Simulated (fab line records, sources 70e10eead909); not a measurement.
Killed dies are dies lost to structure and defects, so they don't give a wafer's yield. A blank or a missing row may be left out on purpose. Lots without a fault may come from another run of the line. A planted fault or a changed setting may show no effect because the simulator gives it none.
A struck lot beside a sound one | flow nand_harc | 15 steps out of a route of 1159
Sound: wafers L816.3, L816.4, L816.5. Struck: wafers L802.1, L802.4. (L802.3 of the same lot was not struck and is left out.) The cause comes at the end.
At each step with rows: each side's tool, then ch and its chambers, then its first start. Under that, the readings that differ: sound wafers | struck wafers | difference of the means | sigmas: that difference in standard deviations of wafers without a fault.
alike: readings whose means differ by less than 2 such deviations, and words and numbers that are the same on both sides. not compared: withheld readings, readings that some wafer has no value for, bounds like >300 that may hide the same value, and numbers for which the record gives no deviation and whose values overlap.
The two part at a step that has a row with sigmas, a row that says differs or no value, or rows on one side only. Numbers that don't overlap but have no deviation are shown without sigmas and don't part them. A reading that every wafer of one side lacks parts them only if that side has two wafers or more.

NHARC_A_CHANNEL_HOLE_D1_STRIP_27: strips in O2.
  sound on rie_diel-01 ch 0,2,3; struck on rie_diel-03 ch 1,2
  reading                     | sound       | struck  | difference | sigmas
  drypump_motor_current_A (A) | 5.8 5.8 6.4 | 4.7 5.6 | -0.8       | -2
  alike: oes_product_au, rf_vpp_V, showerhead_plenum_p_Torr, throttle_valve_pct
  not compared: rf_hours_counter_h
then, 2 steps without rows for these wafers: NHARC_A_CHANNEL_HOLE_D1_PRECLEAN_28 (cleans in SC1); NHARC_A_CHANNEL_HOLE_D1_SRD_29.
NHARC_A_CHANNEL_HOLE_D1_CD_MEAS_30:
  sound on cd_sem-02, day 12 09:43; struck on cd_sem-02, day 8 23:52
  alike: cd_nm
NHARC_A_CHANNEL_HOLE_D1_XSEM_31:
  sound on xsem-01 ch 0, day 12 09:49; struck on xsem-02 ch 0, day 8 23:58
  alike: bot_cd_nm, bow_nm, tilt_deg
NHARC_A_CHANNEL_HOLE_D1_INSPECT_40:
  sound on defect_inspect-02, day 12 09:54; struck on defect_inspect-01, day 9 00:04
  alike: raw_defect_count
then, 3 steps without rows for these wafers: NHARC_A_CHANNEL_FILL_D1_PRECLEAN_00 (cleans in SC1); NHARC_A_CHANNEL_FILL_D1_SRD_01; NHARC_A_CHANNEL_FILL_D1_ALD_02 (deposits SiO2, target thk 6 nm, pulse time 10 s, ald cycles 60).
NHARC_A_CHANNEL_FILL_D1_ALD_03: deposits SiNx, target thk 6 nm, pulse time 60 s, ald cycles 58.
  sound on ald_sin_batch-01 ch 0; struck on ald_sin_batch-02 ch 0
  reading              | sound | struck      | difference                   | sigmas
  susceptor_temp_C (C) | - - - | 630.4 630.3 | no value on the sound wafers |
  alike: precursor_pulse_height_rel
  not compared: ald_cycles
NHARC_A_CHANNEL_FILL_D1_ALD_14: deposits SiO2, target thk 2.5 nm, pulse time 10 s, ald cycles 25.
  sound on ald_hk-01 ch 2,3, day 12 17:19; struck on ald_hk-03 ch 1,2, day 9 09:34
  alike: heater_power_w, precursor_pulse_height_rel, susceptor_temp_C
  not compared: ald_cycles
NHARC_A_CHANNEL_FILL_D1_ALD_15: deposits SiNx, target thk 2 nm, pulse time 60 s, ald cycles 19.
  sound on ald_sin_batch-01 ch 0; struck on ald_sin_batch-02 ch 0, day 9 12:40
  reading              | sound | struck      | difference                   | sigmas
  susceptor_temp_C (C) | - - - | 629.7 629.6 | no value on the sound wafers |
  alike: precursor_pulse_height_rel
  not compared: ald_cycles
NHARC_A_CHANNEL_FILL_D1_ALD_16: deposits SiO2, target thk 1.5 nm, pulse time 10 s, ald cycles 15.
  sound on ald_hk-04 ch 0,2, day 12 22:18; struck on ald_hk-01 ch 0,3, day 9 14:56
  reading    | sound    | struck | difference | sigmas
  ald_cycles | 15 15 15 | 19 19  | +4         |
  alike: heater_power_w, precursor_pulse_height_rel, susceptor_temp_C
then, 1 step without rows for these wafers: NHARC_A_CHANNEL_FILL_D1_ANNEAL_17 (time 1800 s).
-- the record jumps here: 10 days lie between the struck wafers' starts before and after (it left off in module A_CHANNEL_FILL_D1 and takes up again in module END, whose first step shown is number 1159 of the route) --
NHARC_END_SORT_01:
  the record has rows for the struck wafers here (prober-01 ch 0, day 19 09:07) and none for the sound ones

WHERE THEY PART
First at NHARC_A_CHANNEL_HOLE_D1_STRIP_27; last, within this record, at NHARC_END_SORT_01.

WHY: what the simulator had put in
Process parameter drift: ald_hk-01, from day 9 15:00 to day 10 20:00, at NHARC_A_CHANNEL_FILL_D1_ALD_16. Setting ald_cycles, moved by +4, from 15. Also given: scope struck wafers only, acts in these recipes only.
